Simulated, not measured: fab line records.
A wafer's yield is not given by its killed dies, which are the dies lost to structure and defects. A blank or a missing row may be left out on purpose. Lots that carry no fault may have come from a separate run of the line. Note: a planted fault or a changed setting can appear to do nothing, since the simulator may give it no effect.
Comparing a struck lot with a sound one ; flow nand-harc ; 23 steps out of a route of 1159
Sound: wafers L650.1, L650.5, L650.6. The struck wafers were L641.1, L641.4, L641.5. The cause is given at the end.
Per side, at each step with rows, come the tool, then ch with its chambers, and then its first start. Under that, the readings that differ: sound wafers ; struck wafers ; difference of the means ; sigmas: that difference in standard deviations of wafers without a fault.
alike: a reading whose means differ by less than 2 such deviations, as well as words and numbers matching on both sides. not compared: withheld readings; readings where some wafer has no value; bounds like >300 that might hide an equal value; numbers whose values overlap and for which the record gives no deviation.
The two part at a step that has a row with sigmas, a row that says differs or no value, or rows on one side only. Numbers that have no deviation but don't overlap get no sigmas and don't part them. A reading that every wafer of one side lacks parts them only if that side has two wafers or more.

first, 10 steps without rows for these wafers: NHARC_P_M0_SRD_25; NHARC_P_M0_PRE_CLEAN_31 (time 12 s); NHARC_P_M0_DEP_32 (deposits SiCN, target thk 30 nm); NHARC_P_M1_DEP_00 (deposits SiOC, target thk 182.5 nm); NHARC_P_M1_DEHYDRATE_01 (time 120 s); NHARC_P_M1_HMDS_02 (time 30 s); NHARC_P_M1_COAT_34 (time 65 s); NHARC_P_M1_COAT_03 (resist thk 90 nm); NHARC_P_M1_SOFTBAKE_04 (time 55 s); NHARC_P_M1_EBR_05.
NHARC_P_M1_EXPOSE_06: exposes mask P M1, target cd 130 nm.
  sound on arfi-scanner-02 ch 0, day 10 22:59; struck on arfi-scanner-03 ch 0, day 8 10:38
reading;sound;struck;difference;sigmas
exposure-dose-mJ-cm2;81.83 81.87 81.83;67.88 67.86 67.87;-13.97;-99 or more
  alike: mask, stage-vel-mm-s
then, 2 steps without rows for these wafers: NHARC_P_M1_PEB_07 (peb time 65 s); NHARC_P_M1_DEVELOP_08 (develop time 35 s).
NHARC_P_M1_CD_MEAS_09: target cd 130 nm.
  sound on cd-sem-03 ch 0, day 10 23:08; struck on cd-sem-03 ch 0
reading;sound;struck;difference;sigmas
cd-nm (nm);131.9 129.9 130.4;120.2 119.4 118.5;-11.4;-19
  not compared: hold
NHARC_P_M1_OVL_MEAS_10: pitch 260 nm.
  sound on overlay-01 at day 10 23:13; struck on overlay-02 at day 8 11:59
reading;sound;struck;difference;sigmas
hold;- - -;await-dispo/0.9h/release await-dispo/0.9h/release await-dispo/0.9h/release;no value on the sound wafers;
  alike: overlay-x-nm, overlay-y-nm
NHARC_P_M1_DESCUM_14: chemistry O2, time 3 s.
  sound on rie-diel-04 ch 2,3, day 10 23:20; struck on rie-diel-04 ch 0,1,2, day 8 12:05
reading;sound;struck;difference;sigmas
model.P_M1.cd-nm (nm);131.8 129.8 130.9;120 118.9 118.3;-12;
  alike: drypump-motor-current-A, oes-product-au, rf-vpp-V, showerhead-plenum-p-Torr, throttle-valve-pct
  not compared: rf-hours-counter-h
then, 2 steps without rows for these wafers: NHARC_P_M1_ETCH_35 (etches the open film in N2/H2, target depth 40 nm, overetch 12 nm, time 43.94 s); NHARC_P_M1_ETCH_15 (etches the open film in C4F8/Ar, target depth 182.5 nm, time 91.2 s).
NHARC_P_M1_CD_MEAS_16:
  sound on cd-sem-03 at day 10 23:37; struck on cd-sem-03 at day 8 12:34
reading;sound;struck;difference;sigmas
cd-nm (nm);131.2 130.0 130.9;120.2 118.5 119.0;-11.5;-13
  not compared: hold
NHARC_P_M1_STRIP_18: strips in N2/H2.
  sound on rie-diel-07 ch 0,3, day 10 23:43; struck on rie-diel-07 ch 1,3, day 8 18:54
reading;sound;struck;difference;sigmas
hold;- - -;await-dispo/6.2h/release await-dispo/6.2h/release await-dispo/6.2h/release;no value on the sound wafers;
  alike: drypump-motor-current-A, h2-flow-sccm, n2-flow-sccm, oes-product-au, rf-vpp-V, showerhead-plenum-p-Torr, throttle-valve-pct
  not compared: rf-hours-counter-h
NHARC_P_M1_ETCH_28: etches the open film in CF4/N2, target depth 30 nm, time 72.99 s.
  sound: rie-diel-07 ch 2,3; struck: rie-diel-07 ch 0,2
reading;sound;struck;difference;sigmas
model.P_M1.cd-nm (nm);130.9 130 129.6;119.9 118.6 118.7;-11.1;
  alike: drypump-motor-current-A, n2-flow-sccm, oes-product-au, rf-vpp-V, showerhead-plenum-p-Torr, throttle-valve-pct
  not compared: rf-hours-counter-h
then, 1 step without rows for these wafers: NHARC_P_M1_STRIP_19 (strips in post etch residue remover, time 600 s).
-- record jumps: 13 days between struck wafers' starts before vs after; left off in module P_M1, resumes in module END, first step shown is number 1159 of the route --
NHARC_END_SORT_01:
  sound on prober-02 ch 0, day 25 00:43; struck on prober-01 ch 0, day 22 02:04
reading;sound;struck;difference;sigmas
defect-limited-yield (%);93.2 93.9 93.2;97.0 96.8 97.8;+3.8;+2
killed-at-array;39 34 38;18 14 13;-22;-2
killed-at-other;3 3 1;0 0 0;-2;-3
killed-dies;46 41 46;20 22 15;-25;-2
sort_bin_2_pct (%);2.5 2.1 3.0;0.9 1.3 0.7;-1.6;-2
sort-n-pass;631 636 631;657 655 662;+25;+2
sort-yield-pct (%);93.2 93.9 93.2;97.0 96.8 97.8;+3.8;+2
  alike: killed-at-periphery, killed-open, killed-short, sort_bin_3_pct, sort_bin_4_pct, sort-rim-yield-pct
  not compared: hold

## WHERE THEY PART
Earliest at NHARC_P_M1_EXPOSE_06; latest, in this record, at NHARC_END_SORT_01.

WHY: what had been put in by the simulator
Drift in process parameters on arfi-scanner-03 at NHARC_P_M1_EXPOSE_06, starting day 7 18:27. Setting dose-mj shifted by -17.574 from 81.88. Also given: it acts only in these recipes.
